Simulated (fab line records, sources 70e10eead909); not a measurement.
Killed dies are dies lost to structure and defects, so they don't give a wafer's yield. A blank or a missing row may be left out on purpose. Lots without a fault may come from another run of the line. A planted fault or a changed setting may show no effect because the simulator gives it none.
A struck lot beside a sound one | flow nand_harc | 20 steps out of a route of 1302
Sound: wafers L677.1, L677.4, L677.5. Struck: wafers L692.3, L692.4, L692.5. The cause comes at the end.
At each step with rows: each side's tool, then ch and its chambers, then its first start. Under that, the readings that differ: sound wafers | struck wafers | difference of the means | sigmas: that difference in standard deviations of wafers without a fault.
alike: readings whose means differ by less than 2 such deviations, and words and numbers that are the same on both sides. not compared: withheld readings, readings that some wafer has no value for, bounds like >300 that may hide the same value, and numbers for which the record gives no deviation and whose values overlap.
The two part at a step that has a row with sigmas, a row that says differs or no value, or rows on one side only. Numbers that don't overlap but have no deviation are shown without sigmas and don't part them. A reading that every wafer of one side lacks parts them only if that side has two wafers or more.

first, 5 steps without rows for these wafers: NHARC_P_STI_SOFTBAKE_04 (time 70 s); NHARC_P_STI_EBR_05; NHARC_P_STI_EXPOSE_06 (exposes mask P STI, target cd 200 nm); NHARC_P_STI_PEB_07 (peb time 80 s); NHARC_P_STI_DEVELOP_08 (time 50 s).
NHARC_P_STI_CD_MEAS_09: target cd 200 nm.
  sound on cd_sem-02 ch 0, day 3 08:04; struck on cd_sem-02 ch 0, day 9 14:48
  alike: cd_nm
NHARC_P_STI_OVL_MEAS_10:
  sound on overlay-01, day 3 08:09; struck on overlay-01, day 9 14:53
  reading           | sound | struck    | difference | sigmas
  overlay_x_nm (nm) | 3 3 2 | -9 -9 -10 | -12        | -2
  alike: overlay_y_nm
NHARC_P_STI_INSPECT_11:
  sound on defect_inspect-01, day 3 08:11; struck on defect_inspect-02, day 9 14:55
  alike: raw_defect_count
then, 1 step without rows for these wafers: NHARC_P_STI_HARDBAKE_13 (time 65 s).
NHARC_P_STI_DESCUM_14: chemistry O2, time 3 s.
  sound on rie_diel-03 ch 0,2,3, day 3 08:20; struck on rie_diel-08 ch 1,3, day 9 15:04
  reading                         | sound          | struck         | difference | sigmas
  rf_vpp_V (V)                    | 59.5 57.6 57.1 | 55.9 55.0 57.5 | -1.9       | -2
  showerhead_plenum_p_Torr (Torr) | 2.04 2.00 1.99 | 1.79 1.78 1.79 | -0.22      | -2
  alike: drypump_motor_current_A, oes_product_au, throttle_valve_pct
  not compared: rf_hours_counter_h
NHARC_P_STI_ETCH_42: etches the open film in N2/H2, target depth 80 nm, overetch 24 nm, time 61 s.
  sound on rie_diel-03 ch 0,1, day 3 08:25; struck on rie_diel-08 ch 1,3, day 9 15:09
  reading      | sound             | struck            | difference | sigmas
  rf_vpp_V (V) | 435.3 429.7 432.7 | 426.8 425.8 426.7 | -6.1       | -2
  alike: bias_w, chamber_pressure_mTorr, drypump_motor_current_A, oes_product_au, showerhead_plenum_p_Torr, throttle_valve_pct
  not compared: rf_hours_counter_h
NHARC_P_STI_ETCH_31: etches the open film in CF4/CHF3, target depth 108.9 nm, time 54.5 s.
  sound on rie_diel-03 ch 0,3; struck on rie_diel-08 ch 0,1
  reading                         | sound             | struck            | difference | sigmas
  rf_vpp_V (V)                    | 373.3 372.1 372.4 | 366.9 366.7 367.6 | -5.5       | -2
  showerhead_plenum_p_Torr (Torr) | 1.63 1.64 1.64    | 1.48 1.47 1.48    | -0.16      | -2
  alike: bias_w, cf4_flow_sccm, drypump_motor_current_A, oes_product_au, throttle_valve_pct
  not compared: rf_hours_counter_h
NHARC_P_STI_ETCH_15: etches the open film in HBr/Cl2, target depth 300 nm, time 100.1 s.
  sound on rie_si-05 ch 0,1,3, day 3 08:38; struck on rie_si-05 ch 0,1,3, day 9 15:22
  no value came back on the struck wafers for any of 5 readings (bias_w (W), chamber_pressure_mTorr (mTorr) and others); on the sound wafers bias_w (W) reads 100.59 100.42 100.08
  not compared: rf_hours_counter_h
NHARC_P_STI_CD_MEAS_16:
  sound on cd_sem-03, day 3 08:46; struck on cd_sem-03, day 9 15:31
  alike: cd_nm
NHARC_P_STI_OCD_MEAS_17:
  sound on ocd-01, day 3 08:51; struck on ocd-01, day 9 15:35
  reading                | sound       | struck | difference                    | sigmas
  trench_depth_nm (nm)   | 297 294 306 | 0 0 0  | -299                          | -40
  trench_foot_cd_nm (nm) | 161 161 158 | - - -  | no value on the struck wafers |
then, 3 steps without rows for these wafers: NHARC_P_STI_STRIP_19 (strips in SPM, time 900 s); NHARC_P_STI_PRECLEAN_32 (cleans in SC1); NHARC_P_STI_SRD_23.
NHARC_P_STI_OCD_MEAS_43:
  sound on ocd-02, day 3 09:22; struck on ocd-02, day 9 16:06
  reading                | sound       | struck | difference                    | sigmas
  trench_depth_nm (nm)   | 297 294 306 | 0 0 0  | -299                          | -40
  trench_foot_cd_nm (nm) | 162 162 158 | - - -  | no value on the struck wafers |
then, 1 step without rows for these wafers: NHARC_P_STI_OXIDE_33 (material SiO2, target thk 10 nm, ox time 281 s).

WHERE THEY PART
First at NHARC_P_STI_OVL_MEAS_10; last, within this record, at NHARC_P_STI_OCD_MEAS_43.

WHY: what the simulator had put in
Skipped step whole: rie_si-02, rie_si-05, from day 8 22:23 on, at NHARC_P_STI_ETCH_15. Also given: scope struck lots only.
